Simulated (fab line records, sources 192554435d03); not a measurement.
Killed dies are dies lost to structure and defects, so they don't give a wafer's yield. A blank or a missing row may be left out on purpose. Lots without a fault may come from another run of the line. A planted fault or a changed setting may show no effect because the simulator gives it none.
Chamber matching | flow n5_finfet | N5_BEOL_M1_PRE_CLEAN_60 on cvd_co-02: 3 sister chambers
The step time 15 s. 36 wafers are shown with their chamber, then 12 later ones without.

WAFERS WITH THEIR CHAMBER
wafer  | chamber | heater_power_w (W)
L076.2 | 2       | 89
L076.3 | 1       | 71
L076.5 | 2       | 88
L075.4 | 1       | 73
L075.5 | 0       | 89
L075.6 | 2       | 92
L079.2 | 0       | 92
L079.5 | 0       | 93
L079.6 | 1       | 72
L083.1 | 1       | 73
L083.2 | 2       | 89
L083.3 | 0       | 94
L083.4 | 2       | 90
L083.5 | 1       | 72
L083.6 | 0       | 93
L082.2 | 1       | 71
L082.4 | 0       | 93
L082.5 | 1       | 73
L081.1 | 2       | 88
L081.2 | 0       | 93
L081.3 | 1       | 70
L081.4 | 0       | 93
L081.5 | 2       | 90
L081.6 | 1       | 72
L085.1 | 0       | 93
L085.2 | 2       | 89
L085.3 | 1       | 71
L086.4 | 2       | 89
L086.5 | 0       | 91
L086.6 | 1       | 72
L089.3 | 2       | 90
L089.4 | 1       | 71
L089.5 | 0       | 93
L087.2 | 2       | 90
L087.4 | 2       | 87
L087.5 | 0       | 90

SIGNATURES (means of the wafers above)
reading        | chamber 0 | chamber 1 | chamber 2 | scatter within a chamber
heater_power_w | 92.25     | 71.75     | 89.25     | 1.26
Rule: a wafer's distance from a chamber is the root of the sum, over the readings, of the square of ((its reading less the chamber's mean) divided by the reading's scatter). The wafer belongs to the nearest chamber; if the next one is less than 2 further off, it can't be placed. The scatter: the root of (the sum of the squares of (reading less its chamber's mean) over the shown wafers, divided by (wafers less chambers)).

WAFERS WITHOUT THEIR CHAMBER
wafer  | heater_power_w (W)
L088.2 | 94
L088.3 | 72
L088.5 | 89
L093.1 | 92
L093.3 | 90
L093.6 | 95
L094.1 | 93
L094.2 | 90
L094.3 | 72
L097.1 | 94
L097.3 | 89
L097.6 | 74

WHICH CHAMBER EACH WENT THROUGH
wafer  | from the rows above     | in truth
L088.2 | 0                       | 0
L088.3 | 1                       | 1
L088.5 | 2                       | 2
L093.1 | can't be placed: 0 or 2 | 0
L093.3 | can't be placed: 2 or 0 | 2
L093.6 | 0                       | 0
L094.1 | 0                       | 0
L094.2 | can't be placed: 2 or 0 | 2
L094.3 | 1                       | 1
L097.1 | 0                       | 0
L097.3 | 2                       | 2
L097.6 | 1                       | 1
Placed correctly: 9 of 12. Can't be placed from these rows: 3 (the true chamber is among the candidates in 3). Placed wrongly: 0.
